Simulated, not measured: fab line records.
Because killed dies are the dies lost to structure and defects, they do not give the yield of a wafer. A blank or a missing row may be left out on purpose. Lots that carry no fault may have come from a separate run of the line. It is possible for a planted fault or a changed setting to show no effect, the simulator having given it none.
3 desks looking at one fault | flow n5Finfet | every desk sees just its own numbers, and what lay behind them comes last

## THE DEFECT DESK
Inspection counts along the route, by lot: the mean over sampled wafers that carry a number. Any lot whose mean is over 4 standard deviations away from the usual mean is out of limits and marked OUT; that distance is given in the brackets.
Columns: A = rawDefectCount at N5_MOL_CONTACT_COAG_INSPECT_57, usual 222
lot  | first seen here | A
L208 | day 5 10:54     | 235
L210 | day 5 19:38     | 184
L209 | day 6 01:18     | 215
L211 | day 6 04:01     | 211
L212 | day 6 08:46     | 260
L217 | day 7 17:38     | 208
L218 | day 7 20:55     | 224
L219 | day 8 09:09     | 281
L228 | day 10 13:05    | 184
L229 | day 10 20:32    | 228
Finding of this desk: none of the 10 lots has anything out of limits.

## FROM THE METROLOGY DESK
Lot by lot, what the gauges showed, no matter which tool ran the lot: averages of those sampled wafers that carry a number. Any lot whose mean is over 4 standard deviations away from the usual mean is out of limits and marked OUT; that distance is given in the brackets. Readings shown: 7 of its 10, picked as those furthest out on some lot.
Columns: A = DIBL_N at N5_BEOL_M4_RC_MEAS_101, usual 35.7 mV/V; B = DIBL_P at N5_BEOL_M4_RC_MEAS_101, usual 35.7 mV/V; C = ION_N at N5_BEOL_M4_RC_MEAS_101, usual 675 uA/um; D = ION_P at N5_BEOL_M4_RC_MEAS_101, usual 462 uA/um; E = SS_N at N5_BEOL_M4_RC_MEAS_101, usual 71.3 mV/dec; F = SS_P at N5_BEOL_M4_RC_MEAS_101, usual 73.1 mV/dec; G = VT_N at N5_BEOL_M4_RC_MEAS_101, usual 250 mV
lot  | first seen here | A    | B    | C   | D   | E    | F    | G
L208 | day 8 17:17     | 37.1 | 37.3 | 685 | 469 | 71.6 | 73.4 | 246
L209 | day 9 02:08     | 34.6 | 34.8 | 682 | 465 | 71.2 | 72.6 | 248
L210 | day 9 03:11     | 35.4 | 33.9 | 675 | 466 | 71.4 | 73.6 | 252
L212 | day 9 06:25     | 32.8 | 32.7 | 661 | 455 | 71.0 | 72.3 | 251
L211 | day 9 07:03     | 36.2 | 34.0 | 682 | 464 | 72.1 | 72.8 | 249
L217 | day 10 16:27    | 36.3 | 37.0 | 681 | 462 | 71.4 | 73.7 | 249
L218 | day 10 18:20    | 35.1 | 33.9 | 676 | 458 | 71.1 | 73.4 | 248
L219 | day 11 12:53    | 35.0 | 35.3 | 684 | 473 | 71.1 | 73.4 | 248
L228 | day 14 00:05    | 34.9 | 34.5 | 671 | 461 | 71.0 | 72.8 | 251
L229 | day 14 00:10    | 36.7 | 38.7 | 671 | 462 | 71.1 | 73.1 | 248
Finding of this desk: none of the 10 lots has anything out of limits.

## FOR THE TOOL OWNER'S DESK: lithoTrack-01
The tool's own readings at N5_MOL_CONTACT_COAG_COAT_64 (time 60 s, resist thk 10 nm): means of the sampled wafers that have a number, for each lot that ran on this tool. Any lot whose mean is over 4 standard deviations away from the usual mean is out of limits and marked OUT; that distance is given in the brackets.
Columns: A = spinSpeedRpm at N5_MOL_CONTACT_COAG_COAT_64, usual 1499.9 rpm
lot  | first seen here | A
L208 | day 5 11:47     | 1498.9
L210 | day 5 20:35     | 1500.7
L209 | day 6 02:25     | 1499.5
L211 | day 6 05:16     | 1500.1
L212 | day 6 09:39     | 1499.8
L217 | day 7 18:31     | 1656.1 (+99 or more) OUT
L219 | day 8 10:05     | 1656.6 (+99 or more) OUT
This desk's finding: out of limits on L217, L219; first on L217, day 7 18:31 (spinSpeedRpm at N5_MOL_CONTACT_COAG_COAT_64). L208, L210, L209, L211, L212 stayed within limits.

## ALL TOGETHER
An alarm could have come from the tool owner's desk at day 7 18:31, on L217, L219.
The defect desk saw nothing out of limits.
From the metrology desk's view, nothing was out of limits.
The defect desk has L217, L219 on record, within its limits.
The metrology desk has L217, L219 on record, within its limits.
On lithoTrack-01, each named lot ran N5_MOL_CONTACT_COAG_COAT_64.

## WHAT WAS PUT IN BY THE SIMULATOR
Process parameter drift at N5_MOL_CONTACT_COAG_COAT_64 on lithoTrack-01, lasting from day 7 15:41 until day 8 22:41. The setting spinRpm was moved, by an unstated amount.
Struck lots among those shown: L217, L219.
Delay in hours, fault start to first out-of-limits reading, by desk: the tool owner's desk at 3.
